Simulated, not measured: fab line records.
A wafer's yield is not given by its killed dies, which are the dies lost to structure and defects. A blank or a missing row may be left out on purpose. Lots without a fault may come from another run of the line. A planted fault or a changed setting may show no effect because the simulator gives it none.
fab line records	flow nand-harc
record lots=24	wafers=72	last-day=24
route steps=1159 shown P_ZERO_WELL@19 P_STI@90 P_GATE@124 P_CONTACT@238
lots with no fault: from the same line, run without faults
start-h: hours from the record's first day to the start of the lot's first wafer shown	wait-h: time in hours since the lot's previous step	" as in the row above	L1.1+2: several wafers, shown together as one row	- no value present, or no start provided	* or withheld: withheld	< > ~ a bound
route shown NAME@n: names a module that has steps shown in the file, with the first one's number in the route	usual: average and standard deviation across the fault-free wafers	same: alike in all rows	chamber/n: place in a boat	sites: each site's reading	_std_site: the values' standard deviation	_edge_site: the outer-site mean with the inner-site mean subtracted	radius-mm: how far each site lies from the wafer's centre	mask NAME#n: copy n	behind: tool/chamber where the wafer was last shaped	hold: cause of the lot's hold/its duration in hours/its outcome	device: which transistor (n, p or np) failed to switch	end of line: at the end of the route, the tests of the same wafers	a step with no rows: only its recipe	killed: not the wafer's yield, but the dies lost to structure and defects at the first sort	map: dies across one wafer; x = killed, . = not, _ = none there
set.NAME: the setting as run; set.NAME@STEP: as run at that earlier step	model.NAME: the simulator's own value behind a step, which no gauge read
steps of the route over a sample of lots; a table a step, a row a wafer
services: the hour from which a tool's chamber was out of use, counted from the record's first day as start-h (under 0 if before that day), plus the number of hours and why
## steps
# step NHARC_P_ZERO_WELL_ETCH_63
# recipe target-depth-a=1200	time-s=40.1	hbr-flow-sccm=150	cl2-flow-sccm=50	rf-w=400	icp-w=400	bias-w=100	chemistry=HBr/Cl2
# usual drypump-motor-current-A=5.9/0.53	oes-product-au=0.998/0.0084	throttle-valve-pct=26.406/0.008
lot.wafer	tool	chamber	start-h	wait-h	drypump-motor-current-A	oes-product-au	rf-hours-counter-h	throttle-valve-pct
L074.1	rie-si-01	3	13.56	-	6.4	0.990	0.3	26.401
L074.3	"	1	"	"	6.1	1.000	0.3	26.397
L074.6	"	2	"	"	6.0	1.011	-	26.412
L075.3	rie-si-03	2	19.65	-	6.6	1.015	0.3	26.398
L075.6	"	2	"	"	6.5	1.018	-	26.396
L075.5	"	3	"	"	5.9	0.990	-	26.410
L076.2	rie-si-03	0	25.74	-	5.9	0.994	0.3	26.413
L076.4	"	1	"	"	5.1	1.005	0.3	26.397
L076.5	"	3	"	"	5.9	0.991	-	26.418
L077.2	rie-si-06	1	31.70	-	5.7	0.988	0.3	26.410
L077.6	"	1	"	"	5.7	0.997	-	26.406
L077.4	"	0	"	"	4.9	1.008	-	26.404
L078.1	rie-si-01	1	37.53	-	6.1	0.994	0.5	26.418
L078.4	"	0	"	"	6.0	0.998	0.4	26.416
L078.6	"	1	"	"	6.1	1.002	-	26.414
L079.4	rie-si-01	3	43.78	-	6.5	1.008	0.5	26.413
L079.1	"	2	"	"	6.0	0.998	0.6	26.400
L079.6	"	3	"	"	6.4	0.996	-	26.399
L080.2	rie-si-06	0	49.69	-	4.9	1.010	0.4	26.424
L080.1	"	3	"	"	5.8	1.000	0.2	26.400
L080.6	"	1	"	"	5.6	0.982	-	26.405
L081.3	rie-si-03	1	55.66	-	5.1	1.000	0.5	26.409
L081.2	"	2	"	"	6.5	0.993	0.5	26.399
L081.4	"	3	"	"	5.9	1.006	0.5	26.403
L082.3	rie-si-06	2	61.67	-	6.5	1.004	0.4	26.400
L082.4	"	3	"	"	5.8	0.998	0.2	26.389
L082.6	"	2	"	"	6.6	0.992	-	26.414
L083.1	rie-si-06	3	67.70	-	5.7	0.997	0.2	26.399
L083.5	"	0	"	"	4.8	0.999	-	26.422
L083.6	"	1	"	"	5.7	0.975	-	26.398
L084.1	rie-si-01	0	73.60	-	6.0	1.001	0.6	26.400
L084.5	"	1	"	"	6.1	0.996	-	26.405
L084.6	"	2	"	"	6.0	1.011	-	26.409
L085.4	rie-si-06	3	79.57	-	5.7	0.991	0.3	26.407
L085.2	"	0	"	"	4.8	0.996	0.6	26.408
L085.6	"	0	"	"	4.9	1.000	-	26.409
L086.3	rie-si-06	0	85.68	-	4.8	0.998	0.6	26.402
L086.1	"	1	"	"	5.7	0.993	0.6	26.403
L086.2	"	2	"	"	6.6	1.006	0.5	26.415
L087.3	rie-si-03	3	91.54	-	5.9	1.000	0.7	26.401
L087.4	"	3	"	"	5.9	0.997	-	26.417
L087.5	"	1	"	"	5.1	0.991	-	26.408
L088.1	rie-si-03	3	97.71	-	5.9	0.990	0.8	26.410
L088.6	"	1	"	"	5.1	1.000	-	26.412
L088.4	"	2	"	"	6.5	0.999	-	26.410
L089.3	rie-si-03	1	103.67	-	5.1	1.001	0.9	26.412
L089.6	"	1	"	"	5.1	0.984	-	26.411
L089.4	"	2	"	"	6.6	0.994	-	26.399
L090.4	rie-si-01	3	109.52	-	6.5	0.999	0.8	26.391
L090.2	"	2	"	"	6.0	1.008	1.0	26.403
L090.5	"	3	"	"	6.5	0.995	-	26.404
L091.3	rie-si-06	0	116.18	-	4.8	1.005	0.8	26.406
L091.4	"	1	"	"	5.7	0.986	0.7	26.397
L091.5	"	2	"	"	6.6	1.004	-	26.410
L092.4	rie-si-01	3	121.53	-	6.4	1.011	0.9	26.412
L092.1	"	0	"	"	5.9	0.996	1.1	26.395
L092.5	"	0	"	"	6.0	1.000	-	26.407
L093.1	rie-si-03	2	127.67	-	6.6	1.006	1.2	26.409
L093.2	"	3	"	"	5.9	0.995	1.1	26.395
L093.5	"	2	"	"	6.5	1.017	-	26.402
L094.3	rie-si-03	2	133.53	-	6.6	1.007	1.2	26.393
L094.1	"	3	"	"	5.9	0.990	1.2	26.395
L094.2	"	1	"	"	5.1	0.991	1.1	26.408
L095.2	rie-si-01	3	139.70	-	6.4	0.999	0.0	26.408
L095.5	"	3	"	"	6.4	0.989	-	26.412
L095.6	"	0	"	"	6.0	1.004	-	26.400
L096.3	rie-si-01	3	145.72	-	6.4	0.992	0.1	26.399
L096.1	"	2	"	"	6.0	1.021	0.1	26.413
L096.5	"	3	"	"	6.4	0.999	-	26.404
L097.1	rie-si-03	3	151.69	-	5.9	1.000	1.3	26.393
L097.6	"	0	"	"	5.9	0.997	-	26.396
L097.5	"	1	"	"	5.1	1.002	-	26.424
# step NHARC_P_STI_ETCH_15
# recipe target-depth-a=3000	taper-deg=4	time-s=100.1	hbr-flow-sccm=150	cl2-flow-sccm=50	rf-w=400	icp-w=400	bias-w=100	chemistry=HBr/Cl2
# usual drypump-motor-current-A=5.7/0.61	oes-product-au=0.998/0.011	throttle-valve-pct=26.406/0.0087
lot.wafer	tool	chamber	start-h	wait-h	drypump-motor-current-A	oes-product-au	rf-hours-counter-h	throttle-valve-pct
L074.3	rie-si-05	2	37.24	-	6.1	1.015	1.0	26.411
L074.1	"	0	"	"	5.0	1.014	1.0	26.406
L074.6	"	2	"	"	6.1	1.005	-	26.403
L075.3	rie-si-05	1	45.78	-	6.6	0.996	1.1	26.400
L075.6	"	1	"	"	6.6	0.995	-	26.392
L075.5	"	2	"	"	6.1	1.013	-	26.402
L076.2	rie-si-04	2	45.98	-	5.3	0.980	1.0	26.402
L076.4	"	3	"	"	6.5	1.009	1.0	26.407
L076.5	"	1	"	"	5.4	0.986	-	26.393
L078.1	rie-si-05	1	57.74	-	6.6	0.992	1.2	26.404
L078.4	"	0	"	"	5.0	1.015	1.1	26.410
L078.6	"	1	"	"	6.6	0.995	-	26.420
L077.4	rie-si-04	1	57.90	-	5.4	0.987	1.0	26.400
L077.2	"	2	"	"	5.2	0.989	1.1	26.415
L077.6	"	1	"	"	5.4	0.987	-	26.407
L079.4	rie-si-04	2	65.62	-	5.3	0.997	1.2	26.407
L079.1	"	3	"	"	6.6	0.992	1.1	26.416
L079.6	"	2	"	"	5.3	0.997	-	26.407
L080.2	rie-si-05	0	71.49	-	5.0	1.014	0.0	26.393
L080.1	"	2	"	"	6.1	0.997	0.0	26.415
L080.6	"	0	"	"	5.0	1.011	-	26.412
L081.3	rie-si-04	2	77.61	-	5.2	0.990	1.3	26.402
L081.2	"	3	"	"	6.6	1.002	1.2	26.400
L081.4	"	0	"	"	6.3	0.981	1.1	26.415
L082.3	rie-si-02	3	89.90	-	5.7	0.993	0.3	26.410
L082.4	"	2	"	"	4.9	0.996	0.2	26.395
L082.6	"	0	"	"	6.0	1.009	-	26.420
L083.1	rie-si-04	0	89.95	-	6.2	0.983	1.2	26.385
L083.6	"	3	"	"	6.6	1.003	-	26.405
L083.5	"	0	"	"	6.3	0.992	-	26.411
L084.1	rie-si-05	1	95.64	-	6.6	0.992	0.2	26.413
L084.6	"	3	"	"	5.1	0.994	-	26.395
L084.5	"	0	"	"	5.0	1.005	-	26.403
L085.4	rie-si-02	0	101.62	-	6.0	1.024	0.4	26.400
L085.2	"	1	"	"	5.9	1.008	0.4	26.394
L085.6	"	2	"	"	4.9	1.012	-	26.406
L086.1	rie-si-05	3	109.17	-	5.1	1.001	0.3	26.396
L086.3	"	0	"	"	5.0	1.009	0.4	26.407
L086.2	"	1	"	"	6.6	0.995	0.3	26.418
L087.3	rie-si-05	2	113.53	-	6.1	0.985	0.3	26.406
L087.4	"	3	"	"	5.1	0.997	0.4	26.414
L087.5	"	2	"	"	6.1	1.002	-	26.397
L088.4	rie-si-05	2	120.06	-	6.1	1.000	0.4	26.413
L088.1	"	3	"	"	5.1	1.007	0.5	26.409
L088.6	"	2	"	"	6.0	1.007	-	26.405
L089.3	rie-si-02	2	126.71	-	4.9	1.014	0.5	26.403
L089.4	"	0	"	"	6.0	1.017	0.6	26.418
L089.6	"	2	"	"	4.9	1.000	-	26.411
L090.2	rie-si-04	3	132.78	-	6.6	0.991	0.1	26.398
L090.4	"	0	"	"	6.3	0.982	0.1	26.401
L090.5	"	1	"	"	5.4	0.989	-	26.403
L091.4	rie-si-05	3	137.94	-	5.1	0.994	0.6	26.411
L091.3	"	0	"	"	5.0	1.008	0.5	26.414
L091.5	"	0	"	"	5.0	0.998	-	26.425
L092.1	rie-si-05	1	143.31	-	6.6	0.998	0.5	26.412
L092.4	"	3	"	"	5.1	1.000	0.7	26.408
L092.5	"	2	"	"	6.1	0.998	-	26.398
L093.2	rie-si-04	3	151.33	-	6.6	0.995	0.2	26.400
L093.1	"	1	"	"	5.4	0.986	0.2	26.412
L093.5	"	3	"	"	6.6	0.982	-	26.400
L094.2	rie-si-04	2	155.61	-	5.2	0.992	0.3	26.414
L094.1	"	0	"	"	6.3	0.978	0.3	26.423
L094.3	"	1	"	"	5.3	0.985	0.3	26.394
L095.2	rie-si-05	2	161.67	-	6.0	0.982	0.8	26.409
L095.6	"	3	"	"	5.1	0.992	-	26.384
L095.5	"	0	"	"	5.0	1.014	-	26.406
L096.3	rie-si-05	1	167.65	-	6.6	0.978	0.7	26.408
L096.1	"	2	"	"	6.1	0.991	0.8	26.400
L096.5	"	3	"	"	5.1	1.009	-	26.397
L097.1	rie-si-05	0	173.55	-	5.0	1.008	0.9	26.415
L097.6	"	3	"	"	5.1	0.998	-	26.398
L097.5	"	0	"	"	5.0	1.002	-	26.408
# step NHARC_P_STI_OCD_MEAS_43
# usual trench-depth-nm=300/4.6	trench-foot-cd-nm=157.9/2.2
lot.wafer	tool	chamber	start-h	wait-h	trench-depth-nm	trench-foot-cd-nm
L074.1	ocd-02	-	37.98	-	309	153.8
L074.3	"	-	"	"	303	154.5
L074.6	"	-	"	"	303	153.7
L075.3	ocd-01	-	46.56	-	302	158.2
L075.5	"	-	"	"	307	154.0
L075.6	"	-	"	"	301	156.7
L076.2	ocd-02	-	46.72	-	292	158.8
L076.4	"	-	"	"	302	156.9
L076.5	"	-	"	"	297	160.2
L078.1	ocd-02	-	58.49	-	299	155.8
L078.4	"	-	"	"	306	155.6
L078.6	"	-	"	"	296	157.4
L077.2	ocd-01	-	58.68	-	295	159.1
L077.4	"	-	"	"	293	159.2
L077.6	"	-	"	"	295	160.8
L079.1	ocd-02	-	66.37	-	300	159.0
L079.4	"	-	"	"	297	156.9
L079.6	"	-	"	"	299	159.5
L080.1	ocd-01	-	72.23	-	300	158.5
L080.2	"	-	"	"	306	156.6
L080.6	"	-	"	"	305	157.5
L081.2	ocd-02	-	78.38	-	298	156.6
L081.3	"	-	"	"	296	158.4
L081.4	"	-	"	"	296	159.5
L082.3	ocd-01	-	90.66	-	299	157.5
L082.4	"	-	"	"	300	156.6
L082.6	"	-	"	"	306	155.5
L083.1	ocd-02	-	90.71	-	295	162.4
L083.5	"	-	"	"	297	156.9
L083.6	"	-	"	"	297	159.8
L084.1	ocd-02	-	96.37	-	296	158.7
L084.5	"	-	"	"	306	155.1
L084.6	"	-	"	"	298	159.1
L085.2	ocd-02	-	102.35	-	303	153.0
L085.4	"	-	"	"	308	152.8
L085.6	"	-	"	"	305	153.4
L086.1	ocd-01	-	109.91	-	301	160.3
L086.2	"	-	"	"	299	158.5
L086.3	"	-	"	"	308	161.4
L087.3	ocd-02	-	114.27	-	295	161.7
L087.4	"	-	"	"	300	160.1
L087.5	"	-	"	"	300	163.9
L088.1	ocd-01	-	120.81	-	301	160.7
L088.4	"	-	"	"	301	157.3
L088.6	"	-	"	"	304	160.5
L089.3	ocd-01	-	127.45	-	306	156.4
L089.4	"	-	"	"	309	154.6
L089.6	"	-	"	"	303	157.0
L090.2	ocd-02	-	133.51	-	296	156.6
L090.4	"	-	"	"	292	159.8
L090.5	"	-	"	"	294	161.6
L091.3	ocd-01	-	138.70	-	304	157.8
L091.4	"	-	"	"	298	156.0
L091.5	"	-	"	"	304	157.2
L092.1	ocd-02	-	144.07	-	298	155.3
L092.4	"	-	"	"	299	159.8
L092.5	"	-	"	"	297	160.7
L093.1	ocd-02	-	152.09	-	296	161.0
L093.2	"	-	"	"	296	159.4
L093.5	"	-	"	"	293	159.1
L094.1	ocd-02	-	156.37	-	293	159.6
L094.2	"	-	"	"	297	157.4
L094.3	"	-	"	"	298	159.3
L095.2	ocd-02	-	162.39	-	291	158.4
L095.5	"	-	"	"	302	158.2
L095.6	"	-	"	"	296	158.1
L096.1	ocd-02	-	168.38	-	296	159.1
L096.3	"	-	"	"	294	154.0
L096.5	"	-	"	"	303	157.5
L097.1	ocd-02	-	174.34	-	305	158.9
L097.5	"	-	"	"	306	158.3
L097.6	"	-	"	"	299	157.3
# step NHARC_P_STI_CMP_21
# recipe t-overpolish-s=20	target-thk-nm=380.67
# usual motor-current-A=12.1/0.99	overpolish-run-s=20.000/0.008
lot.wafer	tool	chamber	start-h	wait-h	motor-current-A	overpolish-run-s
L074.1	cmp-03	1	57.61	0.4	10.1	19.996
L074.3	"	2	"	"	12.0	20.002
L074.6	"	0	"	"	10.6	19.992
L075.3	cmp-01	3	65.92	0.4	12.8	20.001
L075.5	"	3	"	"	12.9	20.002
L075.6	"	0	"	"	11.3	20.004
L076.2	cmp-04	0	65.97	0.4	12.4	20.001
L076.4	"	1	"	"	13.4	19.997
L076.5	"	2	"	"	12.0	19.999
L078.4	cmp-04	1	82.24	0.4	13.4	19.988
L078.1	"	3	"	"	11.1	19.986
L078.6	"	1	"	"	12.7	19.990
L077.2	cmp-03	3	82.24	0.4	11.7	19.997
L077.4	"	1	"	"	10.4	19.993
L077.6	"	2	"	"	11.8	19.994
L079.4	cmp-03	3	86.03	0.4	12.4	19.997
L079.1	"	2	"	"	11.4	20.000
L079.6	"	3	"	"	12.3	19.995
L080.2	cmp-04	1	86.03	0.4	12.9	20.001
L080.1	"	3	"	"	11.1	19.993
L080.6	"	1	"	"	13.1	20.003
L081.2	cmp-03	2	98.31	0.4	12.3	20.007
L081.3	"	3	"	"	12.2	20.006
L081.4	"	0	"	"	11.0	20.009
L083.1	cmp-03	2	109.77	0.4	11.4	19.998
L083.6	"	2	"	"	12.1	19.997
L083.5	"	3	"	"	13.4	20.001
L082.3	cmp-04	0	109.80	0.4	12.3	20.013
L082.4	"	1	"	"	13.3	20.011
L082.6	"	3	"	"	11.2	20.006
L084.1	cmp-04	2	115.26	0.4	11.6	19.985
L084.6	"	1	"	"	13.6	19.999
L084.5	"	2	"	"	12.3	20.000
L085.4	cmp-04	3	122.85	0.4	11.3	20.004
L085.2	"	0	"	"	12.0	19.991
L085.6	"	2	"	"	11.8	20.007
L086.3	cmp-01	2	133.40	0.4	12.8	20.002
L086.1	"	3	"	"	13.1	20.003
L086.2	"	0	"	"	12.2	20.001
L087.3	cmp-04	0	133.42	0.4	11.5	19.995
L087.4	"	1	"	"	13.8	20.012
L087.5	"	0	"	"	11.9	20.006
L088.4	cmp-04	1	139.99	0.4	13.3	19.997
L088.1	"	3	"	"	10.9	19.987
L088.6	"	0	"	"	12.0	20.007
L089.4	cmp-03	3	146.35	0.4	12.4	19.999
L089.3	"	0	"	"	10.7	19.994
L089.6	"	0	"	"	10.8	19.996
L090.4	cmp-04	1	152.45	0.4	13.4	19.988
L090.2	"	2	"	"	12.2	20.004
L090.5	"	0	"	"	12.2	20.001
L091.4	cmp-04	2	158.34	0.4	11.7	19.997
L091.3	"	3	"	"	11.5	20.009
L091.5	"	0	"	"	12.2	20.015
L092.4	cmp-01	0	158.42	0.5	11.4	20.001
L092.1	"	1	"	"	14.2	19.996
L092.5	"	2	"	"	12.8	20.015
L094.3	cmp-03	2	170.36	0.4	11.1	19.993
L094.1	"	0	"	"	11.0	20.007
L094.2	"	1	"	"	10.2	20.001
L093.1	cmp-04	0	170.38	0.4	11.5	20.009
L093.2	"	2	"	"	12.3	19.999
L093.5	"	0	"	"	12.2	19.992
L095.2	cmp-03	0	181.24	0.4	11.2	20.002
L095.6	"	3	"	"	13.0	19.998
L095.5	"	0	"	"	10.7	19.999
L096.1	cmp-04	0	186.85	0.4	12.4	19.993
L096.3	"	3	"	"	11.2	19.989
L096.5	"	0	"	"	12.0	19.996
L097.1	cmp-01	1	194.66	0.4	14.0	20.032
L097.5	"	2	"	"	12.8	19.988
L097.6	"	3	"	"	12.1	19.995
# step NHARC_P_GATE_DESCUM_13
# recipe time-s=3	o2-flow-sccm=200	ar-flow-sccm=0	bias-power-w=0	chemistry=O2
# usual drypump-motor-current-A=5.8/0.45	oes-product-au=0.999/0.01	rf-vpp-V=57.9/0.78	showerhead-plenum-p-Torr=1.94/0.079	throttle-valve-pct=11.311/0.0085
lot.wafer	tool	chamber	start-h	wait-h	drypump-motor-current-A	oes-product-au	rf-hours-counter-h	rf-vpp-V	showerhead-plenum-p-Torr	throttle-valve-pct
L074.3	rie-diel-07	3	75.44	-	5.0	0.986	1	59.2	2.06	11.310
L074.1	"	1	"	"	6.1	0.993	1	58.1	1.99	11.321
L074.6	"	0	"	"	6.1	0.989	-	58.0	1.91	11.314
L075.3	rie-diel-07	3	85.36	-	5.0	0.986	2	56.8	2.06	11.306
L075.5	"	1	"	"	6.1	1.003	-	58.4	1.99	11.306
L075.6	"	2	"	"	6.8	1.007	-	57.7	2.02	11.311
L076.2	rie-diel-11	3	85.51	-	5.4	0.991	24	58.5	2.02	11.304
L076.4	"	1	"	"	5.6	0.989	25	59.1	1.82	11.306
L076.5	"	2	"	"	6.0	0.996	-	56.1	1.84	11.311
L077.2	rie-diel-07	1	98.71	-	6.1	0.998	5	58.5	1.99	11.306
L077.4	"	2	"	"	6.8	1.001	5	58.0	2.01	11.319
L077.6	"	2	"	"	6.8	1.003	-	59.4	2.01	11.303
L078.4	rie-diel-11	1	98.90	-	5.6	1.006	29	57.5	1.82	11.320
L078.1	"	2	"	"	6.0	1.005	28	57.3	1.84	11.318
L078.6	"	1	"	"	5.6	0.994	-	58.7	1.82	11.309
L080.2	rie-diel-05	0	102.84	-	5.6	1.004	40	58.5	1.85	11.314
L080.1	"	1	"	"	5.7	0.985	38	57.7	1.98	11.316
L080.6	"	1	"	"	5.7	0.984	-	57.6	1.98	11.311
L079.1	rie-diel-05	0	103.02	-	5.6	1.011	40	56.7	1.85	11.301
L079.4	"	1	"	"	5.7	0.995	38	57.5	1.98	11.300
L079.6	"	2	"	"	5.5	0.990	-	57.5	1.96	11.310
L081.2	rie-diel-05	3	120.13	-	5.5	0.983	42	58.0	2.01	11.307
L081.4	"	0	"	"	5.6	0.997	45	58.4	1.85	11.315
L081.3	"	1	"	"	5.7	0.981	43	58.4	1.98	11.323
L083.1	rie-diel-05	1	126.60	-	5.7	0.982	44	57.8	1.98	11.325
L083.6	"	0	"	"	5.6	1.013	-	57.3	1.85	11.308
L083.5	"	1	"	"	5.7	0.998	-	57.9	1.98	11.309
L082.3	rie-diel-05	1	126.77	-	5.7	1.001	44	57.2	1.98	11.298
L082.6	"	0	"	"	5.6	1.011	-	58.0	1.85	11.312
L082.4	"	2	"	"	5.5	1.017	-	57.5	1.96	11.303
L085.2	rie-diel-07	0	138.88	-	6.0	1.000	12	58.5	1.91	11.310
L085.4	"	3	"	"	5.0	0.995	12	58.4	2.05	11.313
L085.6	"	1	"	"	6.1	1.007	-	57.8	1.98	11.312
L084.1	rie-diel-05	1	138.91	-	5.7	0.984	48	59.2	1.97	11.312
L084.6	"	1	"	"	5.7	0.983	-	57.8	1.97	11.314
L084.5	"	2	"	"	5.5	1.015	-	58.9	1.96	11.302
L086.3	rie-diel-07	1	152.13	-	6.1	1.006	15	58.6	1.98	11.314
L086.2	"	2	"	"	6.8	1.002	15	57.5	2.01	11.315
L086.1	"	3	"	"	5.0	0.991	14	59.0	2.05	11.314
L087.4	rie-diel-07	1	152.27	-	6.1	1.008	15	57.8	1.98	11.327
L087.3	"	0	"	"	6.0	1.013	13	57.8	1.91	11.309
L087.5	"	1	"	"	6.1	1.016	-	57.4	1.98	11.319
L088.1	rie-diel-11	2	158.60	-	6.0	1.006	51	57.1	1.83	11.304
L088.4	"	1	"	"	5.6	0.995	52	57.8	1.81	11.312
L088.6	"	2	"	"	6.0	0.999	-	57.8	1.84	11.315
L089.4	rie-diel-11	1	164.70	-	5.6	1.002	55	57.8	1.81	11.308
L089.3	"	0	"	"	6.1	1.003	52	58.1	1.84	11.307
L089.6	"	2	"	"	6.0	1.009	-	56.3	1.83	11.304
L091.3	rie-diel-11	3	171.96	-	5.4	0.988	57	60.6	2.00	11.309
L091.4	"	1	"	"	5.6	1.000	58	58.0	1.81	11.295
L091.5	"	3	"	"	5.4	0.986	-	58.1	2.00	11.297
L090.2	rie-diel-11	0	172.13	-	6.1	1.019	55	57.0	1.83	11.315
L090.4	"	1	"	"	5.6	0.991	58	58.1	1.81	11.313
L090.5	"	3	"	"	5.4	0.987	-	57.5	2.00	11.316
L092.1	rie-diel-11	2	172.28	-	5.9	1.007	58	58.9	1.83	11.328
L092.4	"	0	"	"	6.1	1.027	55	56.8	1.83	11.313
L092.5	"	2	"	"	5.9	1.004	-	56.4	1.83	11.327
L093.1	rie-diel-07	3	187.08	-	5.0	0.989	20	58.5	2.05	11.305
L093.2	"	1	"	"	6.1	1.000	20	57.4	1.98	11.312
L093.5	"	1	"	"	6.1	1.007	-	59.5	1.98	11.322
L094.1	rie-diel-07	2	187.25	-	6.8	1.002	26	56.8	2.01	11.322
L094.2	"	3	"	"	5.0	0.976	20	57.9	2.05	11.304
L094.3	"	1	"	"	6.1	1.002	20	57.9	1.98	11.302
L095.2	rie-diel-05	2	199.39	-	5.5	1.002	13	57.9	1.95	11.303
L095.5	"	0	"	"	5.6	0.991	-	58.4	1.84	11.318
L095.6	"	1	"	"	5.7	1.004	-	58.3	1.97	11.305
L096.3	rie-diel-07	2	203.53	-	6.8	1.009	31	58.5	2.01	11.322
L096.1	"	0	"	"	6.0	1.004	23	57.1	1.90	11.307
L096.5	"	2	"	"	6.8	1.011	-	58.1	2.01	11.305
L097.1	rie-diel-05	3	219.18	-	5.5	0.992	19	58.1	2.00	11.325
L097.5	"	2	"	"	5.5	0.980	-	58.2	1.95	11.300
L097.6	"	3	"	"	5.5	0.997	-	57.8	2.00	11.323
# step NHARC_P_CONTACT_ETCH_18
# recipe target-depth-a=4810	time-s=240.5	c4f8-flow-sccm=20	o2-flow-sccm=10	ar-flow-sccm=withheld	rf-w=600	bias-w=1500	chemistry=C4F8/O2/Ar
# usual oes-product-au=0.967/0.015	rf-vpp-V=978/6.6
lot.wafer	tool	chamber	start-h	wait-h	oes-product-au	rf-hours-counter-h	rf-vpp-V
L074.1	rie-diel-02	1	-	-	0.983	49	979
L074.3	"	3	"	"	0.960	49	981
L074.6	"	2	"	"	0.983	-	972
L075.3	rie-diel-08	2	-	-	0.945	15	969
L075.5	"	3	"	"	0.942	-	972
L075.6	"	2	"	"	0.945	-	970
L076.4	rie-diel-10	3	-	-	0.967	11	987
L076.2	"	2	"	"	0.965	11	977
L076.5	"	3	"	"	0.962	-	987
L077.2	rie-diel-10	1	-	-	0.960	9	979
L077.4	"	2	"	"	0.967	12	977
L077.6	"	3	"	"	0.966	-	987
L078.1	rie-diel-02	2	-	-	0.978	56	971
L078.4	"	3	"	"	0.957	-	980
L078.6	"	1	"	"	0.962	-	976
L080.1	rie-diel-08	0	-	-	0.976	1	984
L080.2	"	2	"	"	0.967	1	968
L080.6	"	0	"	"	0.966	-	985
L079.4	rie-diel-10	0	-	-	0.959	13	973
L079.1	"	1	"	"	0.966	10	980
L079.6	"	3	"	"	0.979	-	987
L081.4	rie-diel-08	2	-	-	0.973	2	969
L081.2	"	3	"	"	0.960	2	972
L081.3	"	0	"	"	0.948	2	985
L082.3	rie-diel-10	3	-	-	0.959	15	986
L082.4	"	0	"	"	0.968	15	972
L082.6	"	3	"	"	0.956	-	987
L083.1	rie-diel-02	0	-	-	0.969	1	970
L083.6	"	1	"	"	0.985	-	977
L083.5	"	2	"	"	0.989	-	971
L084.1	rie-diel-08	0	-	-	0.977	4	982
L084.5	"	2	"	"	0.968	-	968
L084.6	"	3	"	"	0.956	-	970
L085.4	rie-diel-08	3	-	-	0.979	4	970
L085.2	"	1	"	"	0.964	4	987
L085.6	"	0	"	"	0.978	-	984
L087.3	rie-diel-08	3	-	-	0.941	5	971
L087.4	"	2	"	"	0.941	6	967
L087.5	"	0	"	"	0.943	-	983
L086.3	rie-diel-08	1	-	-	0.985	6	987
L086.2	"	2	"	"	0.979	6	968
L086.1	"	0	"	"	0.966	6	984
L088.4	rie-diel-10	0	-	-	0.980	3	970
L088.1	"	1	"	"	0.996	3	980
L088.6	"	3	"	"	0.960	-	988
L089.3	rie-diel-10	1	-	-	0.992	3	979
L089.4	"	0	"	"	0.988	3	971
L089.6	"	2	"	"	0.964	-	978
L092.1	rie-diel-10	1	-	-	0.972	4	979
L092.4	"	3	"	"	0.975	4	987
L092.5	"	2	"	"	0.961	-	977
L090.4	rie-diel-02	0	-	-	0.939	18	969
L090.2	"	3	"	"	0.947	18	978
L090.5	"	1	"	"	0.927	-	978
L091.3	rie-diel-08	1	-	-	0.968	8	987
L091.4	"	3	"	"	0.960	8	971
L091.5	"	1	"	"	0.980	-	987
L094.1	rie-diel-10	1	-	-	0.987	6	979
L094.2	"	2	"	"	0.965	6	977
L094.3	"	3	"	"	0.964	7	988
L093.2	rie-diel-02	3	-	-	0.972	22	982
L093.1	"	1	"	"	0.935	22	978
L093.5	"	2	"	"	0.958	-	969
L095.2	rie-diel-08	0	-	-	0.958	10	983
L095.5	"	0	"	"	0.966	-	985
L095.6	"	1	"	"	0.965	-	986
L096.3	rie-diel-10	3	-	-	0.964	9	986
L096.1	"	1	"	"	0.977	8	978
L096.5	"	0	"	"	0.977	-	970
L097.1	rie-diel-08	3	-	-	0.966	12	971
L097.5	"	0	"	"	0.964	-	984
L097.6	"	1	"	"	0.983	-	985
## services
tool	chamber	start-h	hours	kind
rie-diel-10	2	-2.93	7.5	repair
rie-diel-10	-	-0.50	9.0	pm
rie-si-05	1	9.61	5.4	repair
cmp-04	-	12.49	4.0	pm
rie-diel-10	1	14.85	25.3	repair
cmp-04	-	29.82	1.8	repair
rie-diel-08	-	47.57	1.1	repair
rie-diel-07	-	51.52	9.0	pm
rie-si-05	-	62.06	9.0	pm
rie-diel-08	1	66.39	5.6	repair
rie-diel-10	1	79.52	2.1	repair
rie-si-05	3	83.23	5.7	repair
rie-si-03	0	84.19	22.8	repair
cmp-04	-	89.15	2.3	repair
rie-diel-10	0	93.68	3.7	repair
cmp-04	-	110.49	4.0	pm
rie-diel-08	1	113.04	8.9	repair
rie-diel-08	-	124.80	9.0	pm
cmp-04	-	208.49	4.0	pm
rie-diel-08	2	222.42	3.2	repair
rie-diel-08	3	226.48	5.6	repair
rie-si-05	-	239.06	9.0	pm
cmp-04	-	242.11	0.2	repair
cmp-04	-	250.31	4.4	repair
## key
fault none
